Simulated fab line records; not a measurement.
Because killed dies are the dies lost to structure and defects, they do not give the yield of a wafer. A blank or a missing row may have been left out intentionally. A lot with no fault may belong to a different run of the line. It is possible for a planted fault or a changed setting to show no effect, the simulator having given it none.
fab line records    flow n5-finfet
[record] lots = 6  wafers = 17  last-day = 17
route steps=1938 shown BEOL_M1@826 BEOL_M4@1111
lots that met no fault: from a run of the same line without faults
start-h: hours from the record's opening day to when the first of the lot's shown wafers began    wait-h: how many hours have passed since the lot's step before this one    " the same as in the row above    L1.1+2: a single row standing in for several wafers    - no value, or no start given    * or withheld: withheld    < > ~ a bound
route shown NAME@n: a module of which the file shows steps, and the number in the route of the first    usual: the fault-free wafers' mean and standard deviation    same: alike in all rows    chamber/n: place in a boat    sites: each site's reading    _std_site: how widely they spread, as a standard deviation    _edge_site: outer sites' mean less inner sites'    radius-mm: for every site, how far away it sits from the centre of the wafer    mask NAME#n: copy n    behind: the last tool/chamber to shape the wafer    hold: cause of the lot's hold/its duration in hours/its outcome    device: the transistor (n, p or np) that didn't switch    end of line: the same wafers' tests at the end of the route    for a step that has no rows: nothing shown but its recipe    killed: dies lost to structure and defects at the first sort, not the wafer's yield    map: shows each die of a wafer: x if killed, . if not, _ if none is there
set.NAME: the run value of the setting; set.NAME@STEP: its run value at that earlier step    model.NAME: the simulator's own value behind a step, which no gauge read
lots at some steps of the route; a table a step, a row a wafer
services: from which hour (start-h, from the record's first day; less than 0 if before it) a tool's chamber was out of use, for how many hours, and why
[[steps]]
[step N5_BEOL_M1_SPUTTER_92]
[recipe] material = Cu  target-thk-a = 45  temp-c = -20  chamber-pressure-pa = 0.07  power-w = withheld  time-s = 8.29
[step N5_BEOL_M1_ANNEAL_93]
[recipe] temp-c = 400  time-s = 240  ambient = vacuum
[step N5_BEOL_M1_SPUTTER_94]
[recipe] material = Cu  target-thk-a = 45  temp-c = -20  chamber-pressure-pa = 0.07  power-w = withheld  time-s = 8.29
[usual] chamber-pressure-pa = 0.07001/0.00013  throttle-valve-pct = 30.1/1.5
lot.wafer  tool            chamber  start-h  wait-h  chamber-pressure-pa  throttle-valve-pct
L651.1     pvd-sputter-02  -        170.67   0.1     0.06998              32.2
L651.4     "               -        "        "       0.06993              30.5
L651.5     "               -        "        "       0.0701               31.6
L653.3     pvd-sputter-02  -        174.49   0.1     0.07005              27.7
L653.4     "               -        "        "       0.06997              30.0
L653.5     "               -        "        "       0.07007              31.3
L655.2     pvd-sputter-03  -        192.89   0.1     0.06998              29.8
L655.3     "               -        "        "       0.06982              32.0
L655.4     "               -        "        "       0.06993              31.5
L660.3     pvd-sputter-02  -        220.29   0.1     0.07024              32.1
L660.4     "               -        "        "       0.06972              27.4
L667.3     pvd-sputter-03  -        260.64   0.1     0.06991              29.3
L667.4     "               -        "        "       0.0702               31.7
L667.6     "               -        "        "       0.06979              29.1
L666.1     pvd-sputter-02  -        261.76   0.1     0.06991              31.4
L666.4     "               -        "        "       0.07001              32.0
L666.6     "               -        "        "       0.06994              31.7
[step N5_BEOL_M1_ANNEAL_95]
[recipe] temp-c = 400  time-s = 240  ambient = vacuum
[step N5_BEOL_M1_SPUTTER_96]
[recipe] material = Cu  target-thk-a = 45  temp-c = -20  chamber-pressure-pa = 0.07  power-w = withheld  time-s = 8.29
[usual] chamber-pressure-pa = 0.06996/0.00015  throttle-valve-pct = 30.1/1.6
lot.wafer  tool            chamber  start-h  wait-h  chamber-pressure-pa  throttle-valve-pct
L651.1     pvd-sputter-02  -        170.89   0.1     0.07002              32.2
L651.4     "               -        "        "       0.07017              30.2
L651.5     "               -        "        "       0.06971              31.5
L653.3     pvd-sputter-02  -        174.71   0.1     0.06995              27.7
L653.4     "               -        "        "       0.06987              29.9
L653.5     "               -        "        "       0.07018              31.6
L655.2     pvd-sputter-03  -        193.11   0.1     0.07014              29.5
L655.3     "               -        "        "       0.06978              31.9
L655.4     "               -        "        "       0.07024              31.3
L660.3     pvd-sputter-02  -        220.51   0.1     0.07002              32.1
L660.4     "               -        "        "       0.06999              27.7
L667.3     pvd-sputter-03  -        260.86   0.1     0.07                 30.0
L667.4     "               -        "        "       0.06986              32.1
L667.6     "               -        "        "       0.07017              28.8
L666.1     pvd-sputter-02  -        261.98   0.1     0.06999              31.4
L666.4     "               -        "        "       0.06996              32.3
L666.6     "               -        "        "       0.07001              31.5
[step N5_BEOL_M1_ECD_50]
[recipe] material = Cu  target-thk-a = 3000
[step N5_BEOL_M1_ANNEAL_51]
[recipe] temp-c = 225  time-s = 90  ambient = N2
[step N5_BEOL_M1_CMP_52]
[recipe] stop-on = SiOC  t-overpolish-s = 6.8  down-force-psi = 1  platen-rpm = 50  clearing-platen-down-force-psi = 1.5  clearing-platen-rpm = 50  post-cmp-clean = cu-alkaline  target-thk-nm = 40  clearing-platen-pad-velocity-m-s = 0.99484  pad-velocity-m-s = 0.99484
[usual] barrier-field-endpoint-s = 25.1/0.57  motor-current-A = 6.0/0.55  overpolish-run-s = 6.800/0.0095  retaining-ring-pressure-frac = 1.000/0.005  time-to-endpoint-s = 63.6/2.8
lot.wafer  tool    chamber  start-h  wait-h  barrier-field-endpoint-s  motor-current-A  overpolish-run-s  retaining-ring-pressure-frac  time-to-endpoint-s
L651.1     cmp-02  3        171.43   0.3     25.0                      6.4              6.803             1.002                         60.8
L651.4     "       0        "        "       24.9                      6.0              6.794             0.992                         60.8
L651.5     "       2        "        "       24.3                      5.6              6.787             0.998                         57.5
L653.4     cmp-02  1        175.30   0.2     25.4                      6.4              6.820             0.995                         65.6
L653.3     "       2        "        "       24.6                      5.6              6.793             0.997                         59.5
L653.5     "       3        "        "       25.2                      6.2              6.783             0.998                         62.2
L655.4     cmp-03  3        193.66   0.2     24.8                      7.0              6.800             0.997                         62.3
L655.3     "       0        "        "       24.6                      5.5              6.790             1.007                         63.0
L655.2     "       1        "        "       24.7                      6.2              6.794             0.995                         65.4
L660.4     cmp-03  2        221.25   0.1     25.2                      6.2              6.808             0.995                         62.9
L660.3     "       1        "        "       25.1                      6.4              6.806             0.999                         67.7
L667.4     cmp-03  0        261.74   0.1     24.7                      5.3              6.803             0.994                         61.7
L667.3     "       1        "        "       24.7                      6.4              6.791             0.998                         62.2
L667.6     "       0        "        "       25.3                      5.5              6.798             0.993                         63.9
L666.4     cmp-04  3        262.87   0.1     26.2                      6.2              6.793             1.002                         64.2
L666.1     "       0        "        "       25.0                      5.2              6.799             1.000                         64.1
L666.6     "       3        "        "       25.9                      6.2              6.799             1.007                         63.8
[step N5_BEOL_M1_THK_MEAS_53]
[recipe] thk-meas-gauge = xrf  reads = Cu_of_BEOL_M1_ECD_50
[usual] M1_THK = 40.2/1.7
lot.wafer  tool           chamber  start-h  wait-h  M1_THK[nm]
L651.1     film-metro-01  -        171.69   -       37.2
L651.4     "              -        "        "       39.9
L651.5     "              -        "        "       38.9
L653.3     film-metro-01  -        175.52   -       36.5
L653.4     "              -        "        "       42.7
L653.5     "              -        "        "       40.2
L655.2     film-metro-01  -        193.91   -       40.0
L655.3     "              -        "        "       40.3
L655.4     "              -        "        "       41.6
L660.3     film-metro-01  -        221.54   -       42.5
L660.4     "              -        "        "       40.2
L667.3     film-metro-02  -        262.04   -       40.9
L667.4     "              -        "        "       40.7
L667.6     "              -        "        "       43.0
L666.1     film-metro-02  -        263.16   -       40.0
L666.4     "              -        "        "       41.6
L666.6     "              -        "        "       39.5
[step N5_BEOL_M1_PRE_CLEAN_60]
[recipe] gas = NH3/H2  time-s = 15  temp-c = *  rf-power-w = 300
[usual] heater-power-outer-w = 13/8.6  heater-power-w = 78/18
lot.wafer  tool       chamber  start-h  wait-h  heater-power-outer-w  heater-power-w
L651.1     cvd-co-01  1        171.72   0.0     15                    82
L651.4     "          1        "        "       15                    80
L651.5     "          2        "        "       2                     47
L653.3     cvd-co-02  0        175.55   0.0     6                     75
L653.4     "          1        "        "       19                    84
L653.5     "          0        "        "       6                     76
L655.2     cvd-co-01  2        193.95   0.0     2                     48
L655.3     "          0        "        "       12                    83
L655.4     "          0        "        "       12                    83
L660.3     cvd-co-02  1        221.58   0.0     20                    82
L660.4     "          1        "        "       19                    84
L667.3     cvd-co-01  0        262.07   0.0     12                    84
L667.4     "          0        "        "       12                    84
L667.6     "          1        "        "       15                    81
L666.1     cvd-co-02  0        263.20   0.0     6                     76
L666.4     "          0        "        "       6                     77
L666.6     "          2        "        "       29                    110
[step N5_BEOL_M1_CO_CAP_55]
[recipe] material = Co  target-thk-a = 20  temp-c = 200  precursor = CCTBA/H2  pressure-torr = 30  time-s = 102.1
[usual] heater-power-outer-w = 114/11  heater-power-w = 228/23
lot.wafer  tool       chamber  start-h  wait-h  heater-power-outer-w  heater-power-w
L651.1     cvd-co-01  1        171.76   0.0     117                   231
L651.4     "          1        "        "       117                   234
L651.5     "          2        "        "       100                   189
L653.3     cvd-co-02  0        175.59   0.0     106                   228
L653.4     "          1        "        "       121                   238
L653.5     "          0        "        "       107                   221
L655.2     cvd-co-01  2        193.99   0.0     100                   186
L655.3     "          0        "        "       111                   230
L655.4     "          0        "        "       112                   232
L660.3     cvd-co-02  1        221.62   0.0     120                   232
L660.4     "          1        "        "       124                   237
L667.3     cvd-co-01  0        262.11   0.0     112                   231
L667.4     "          0        "        "       113                   231
L667.6     "          1        "        "       116                   235
L666.1     cvd-co-02  0        263.24   0.0     104                   228
L666.4     "          0        "        "       105                   225
L666.6     "          2        "        "       136                   266
[step N5_BEOL_M1_PRE_CLEAN_56]
[recipe] gas = NH3  time-s = 15  temp-c = withheld  rf-power-w = 300
[step N5_BEOL_M1_DEP_57]
[recipe] material = SiCN  target-thk-a = 80  temp-c = withheld  precursor = 3MS/NH3  pressure-torr = 3  rf-w = 202  time-s = 14
[usual] showerhead-plenum-p-Torr = 3.658/0.016  throttle-valve-pct = 9.0/0.5
lot.wafer  tool      chamber  start-h  wait-h  showerhead-plenum-p-Torr  throttle-valve-pct  model.SiCN_of_BEOL_M1_DEP_57.thk-nm
L651.1     pecvd-01  2        171.88   0.0     3.652                     9.3                 7.8
L651.4     "         2        "        "       3.641                     9.6                 8
L651.5     "         0        "        "       3.655                     8.8                 8.2
L653.3     pecvd-03  0        175.72   0.0     3.664                     9.0                 8
L653.4     "         2        "        "       3.668                     8.2                 8.2
L653.5     "         1        "        "       3.658                     8.8                 8.2
L655.2     pecvd-01  2        194.11   0.0     3.650                     9.5                 7.8
L655.3     "         1        "        "       3.634                     10.1                8
L655.4     "         0        "        "       3.647                     9.0                 8.8
L660.3     pecvd-01  1        221.76   0.0     3.631                     9.9                 8.2
L660.4     "         0        "        "       3.662                     9.0                 8.8
L667.3     pecvd-04  0        262.23   0.0     3.678                     9.1                 8.2
L667.4     "         2        "        "       3.654                     8.6                 8.2
L667.6     "         1        "        "       3.676                     9.1                 8
L666.1     pecvd-04  0        263.36   0.0     3.672                     9.1                 8.2
L666.4     "         2        "        "       3.654                     8.7                 8.4
L666.6     "         1        "        "       3.673                     9.3                 8.2
[step N5_BEOL_M1_RS_MEAS_58]
[recipe] thk-meas-gauge = four-point-probe  reads = Co_of_BEOL_M1_CO_CAP_55+Cu_of_BEOL_M1_ECD_50+Co_of_BEOL_M1_CVD_47+TaN_of_BEOL_M1_ALD_84
[usual] M1_RS = 0.66/0.036
lot.wafer  tool           chamber  start-h  wait-h  M1_RS[ohm/sq]
L651.1     film-metro-02  -        171.95   0.0     0.72
L651.4     "              -        "        "       0.66
L651.5     "              -        "        "       0.68
L653.3     film-metro-02  -        175.79   0.1     0.75
L653.4     "              -        "        "       0.61
L653.5     "              -        "        "       0.66
L655.2     film-metro-01  -        194.17   0.1     0.66
L655.3     "              -        "        "       0.66
L655.4     "              -        "        "       0.63
L660.3     film-metro-01  -        221.83   0.1     0.62
L660.4     "              -        "        "       0.66
L667.3     film-metro-01  -        262.30   0.1     0.65
L667.4     "              -        "        "       0.66
L667.6     "              -        "        "       0.61
L666.1     film-metro-01  -        263.42   0.0     0.68
L666.4     "              -        "        "       0.64
L666.6     "              -        "        "       0.69
[step N5_BEOL_M4_RC_MEAS_101]
[usual] DIBL_N = 37.1/1.9  DIBL_P = 37.2/2.3  IOFF_N = 0.18/0.04  IOFF_P = 0.23/0.044  ION_N = 682/11  ION_P = 468/8.6  SS_N = 71.9/0.68  SS_P = 73.5/0.74  VT_N = 248/3.4  VT_P = -248/3.4
lot.wafer  tool       chamber  start-h  wait-h  DIBL_N[mV/V]  DIBL_P[mV/V]  IOFF_N[nA/um]  IOFF_P[nA/um]  ION_N[uA/um]  ION_P[uA/um]  SS_N[mV/dec]  SS_P[mV/dec]  VT_N[mV]  VT_P[mV]
L651.1     prober-01  0        200.51   0.0     35.0          35.1          0.14           0.20           666           453           71.5          72.3          256       -250
L651.4     "          0        "        "       36.8          36.6          0.17           0.23           677           464           72.4          73.8          251       -248
L651.5     "          0        "        "       36.2          35.0          0.15           0.20           667           455           72.0          73.5          255       -249
L653.3     prober-01  0        212.99   0.3     35.9          36.9          0.17           0.24           690           474           71.9          73.0          249       -249
L653.4     "          0        "        "       37.2          37.1          0.19           0.23           679           466           72.2          73.2          244       -249
L653.5     "          0        "        "       37.3          37.5          0.20           0.25           693           482           71.7          73.8          244       -244
L655.2     prober-01  0        226.36   0.2     34.4          36.7          0.15           0.18           683           470           71.2          73.1          252       -253
L655.3     "          0        "        "       35.2          36.9          0.14           0.18           675           462           71.4          72.7          253       -254
L655.4     "          0        "        "       35.6          38.5          0.16           0.20           686           469           71.0          74.2          249       -252
L660.3     prober-02  0        256.31   0.3     38.1          38.7          0.18           0.23           687           467           71.6          73.6          251       -249
L660.4     "          0        "        "       37.5          39.0          0.18           0.24           694           475           72.1          73.2          249       -249
L667.3     prober-01  0        295.12   0.3     34.1          35.1          0.15           0.22           681           469           71.5          73.1          248       -245
L667.4     "          0        "        "       37.2          37.9          0.20           0.26           678           460           73.0          73.6          248       -246
L667.6     "          0        "        "       35.9          37.0          0.18           0.25           687           474           71.4          73.4          249       -245
L666.1     prober-02  0        295.37   0.0     40.0          39.4          0.24           0.25           687           466           73.4          73.9          243       -250
L666.4     "          0        "        "       39.3          39.9          0.23           0.27           700           475           72.2          74.8          246       -248
L666.6     "          0        "        "       41.0          39.7          0.28           0.27           695           464           73.7          74.2          244       -248
[[services]]
tool      chamber  start-h  hours  kind
pecvd-04  -        150.90   5.4    repair
pecvd-04  1        158.40   2.1    scheduled-down
cmp-04    -        158.74   3.8    repair
cmp-02    -        178.01   4.0    pm
pecvd-03  2        178.74   5.0    scheduled-down
cmp-02    -        182.01   -      consumable-replace:conditioner
cmp-02    -        182.01   -      consumable-replace:pad
cmp-03    -        184.14   4.0    pm
cmp-03    -        188.14   -      consumable-replace:conditioner
cmp-03    -        188.14   -      consumable-replace:pad
pecvd-01  2        202.38   -      clean
pecvd-01  2        202.38   -      consumable-replace:showerhead
pecvd-01  2        202.38   29.0   scheduled-down
pecvd-01  2        202.38   29.0   vent-cycle
cmp-02    -        210.96   1.2    repair
pecvd-03  2        214.79   5.7    repair
cmp-04    -        219.35   4.8    pm
cmp-04    -        230.39   0.8    repair
pecvd-01  0        232.98   16.5   scheduled-down
cmp-04    -        244.50   5.0    repair
cmp-02    -        256.81   4.4    pm
[[key]]
first-sign none at tools or gauges
[model-effect] step = N5_BEOL_M1_DEP_57  value = SiCN_of_BEOL_M1_DEP_57.thk-nm  without = 8  struck = 8.8
met-at N5_BEOL_M1_DEP_57
struck-wafers L655.4,L660.4
onset-between 171.88 194.11
[fault] kind = process-parameter-drift  tool = pecvd-01  chamber = -  onset-h = 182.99  steps = N5_BEOL_M1_DEP_57  channel = time-s  offset = *  shape = step  end-h = 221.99  scope = struck-wafers-only  acts-in = *  stated = *
